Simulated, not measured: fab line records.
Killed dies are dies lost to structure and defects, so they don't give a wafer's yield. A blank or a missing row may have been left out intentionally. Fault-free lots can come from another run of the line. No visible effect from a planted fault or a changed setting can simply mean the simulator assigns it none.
One fault seen from 2 desks || flow nandHarc || each desk holds nothing but its own numbers, with what lay behind them at the end

## METROLOGY DESK
Means of the sampled wafers that have a number, per lot and without regard to the tool the lot ran on: this is what the gauges read. The brackets show how far a lot's mean lies from the usual mean; more than 4 standard deviations puts the lot out of limits, marked OUT.
Columns: A = cdNm at NHARC_A_M1_CD_MEAS_16, usual 119.9 nm; B = thkNm at NHARC_A_M1_THK_MEAS_24, usual 154.7 nm; C = thkNm at NHARC_A_BONDPAD_THK_MEAS_30, usual 200.0 nm; D = cdNm at NHARC_A_BONDPAD_CD_MEAS_09, usual 500.3 nm; E = overlayXNm at NHARC_A_BONDPAD_OVL_MEAS_35, usual 0 nm; F = overlayYNm at NHARC_A_BONDPAD_OVL_MEAS_35, usual 0 nm; G = cdNm at NHARC_A_BONDPAD_CD_MEAS_13, usual 500.0 nm
{"lot": "L692", "first seen here": "day 20 03:14", "A": 119.5, "B": 154.2, "C": 201.8, "D": 498.0, "E": 4, "F": 4, "G": 498.6}
{"lot": "L691", "first seen here": "day 20 11:35", "A": 119.9, "B": 152.7, "C": 202.5, "D": 501.1, "E": -3, "F": 9, "G": 500.8}
{"lot": "L697", "first seen here": "day 20 21:23", "A": 119.5, "B": 155.2, "C": 197.3, "D": 499.0, "E": 0, "F": -5, "G": 498.8}
{"lot": "L702", "first seen here": "day 21 21:13", "A": 120.3, "B": 153.9, "C": 198.6, "D": 503.4, "E": -2, "F": 6, "G": 504.1}
{"lot": "L703", "first seen here": "day 22 14:53", "A": 120.0, "B": 154.7, "C": 198.1, "D": 496.5, "E": -2, "F": 8, "G": 496.2}
{"lot": "L707", "first seen here": "day 23 04:34", "A": 119.1, "B": 155.2, "C": 199.9, "D": 499.8, "E": 3, "F": 5, "G": 499.3}
This desk's finding: nothing out of limits on any of the 6 lots.

## THE DEFECT DESK
Lot by lot, what the route's inspections counted, given as the mean of those sampled wafers with a number. The brackets show how far a lot's mean lies from the usual mean; more than 4 standard deviations puts the lot out of limits, marked OUT.
Columns: A = rawDefectCount at NHARC_A_M1_INSPECT_11, usual 30
{"lot": "L692", "first seen here": "day 20 02:52", "A": 28}
{"lot": "L691", "first seen here": "day 20 11:14", "A": 45}
{"lot": "L697", "first seen here": "day 20 21:01", "A": 31}
{"lot": "L702", "first seen here": "day 21 20:51", "A": 38}
{"lot": "L703", "first seen here": "day 22 14:29", "A": 17}
{"lot": "L707", "first seen here": "day 23 04:12", "A": 44}
This desk's finding: nothing out of limits on any of the 6 lots.

## ALL TOGETHER
The metrology desk saw nothing out of limits.
Nothing the defect desk looked at was out of limits.

## WHAT WAS PUT IN BY THE SIMULATOR
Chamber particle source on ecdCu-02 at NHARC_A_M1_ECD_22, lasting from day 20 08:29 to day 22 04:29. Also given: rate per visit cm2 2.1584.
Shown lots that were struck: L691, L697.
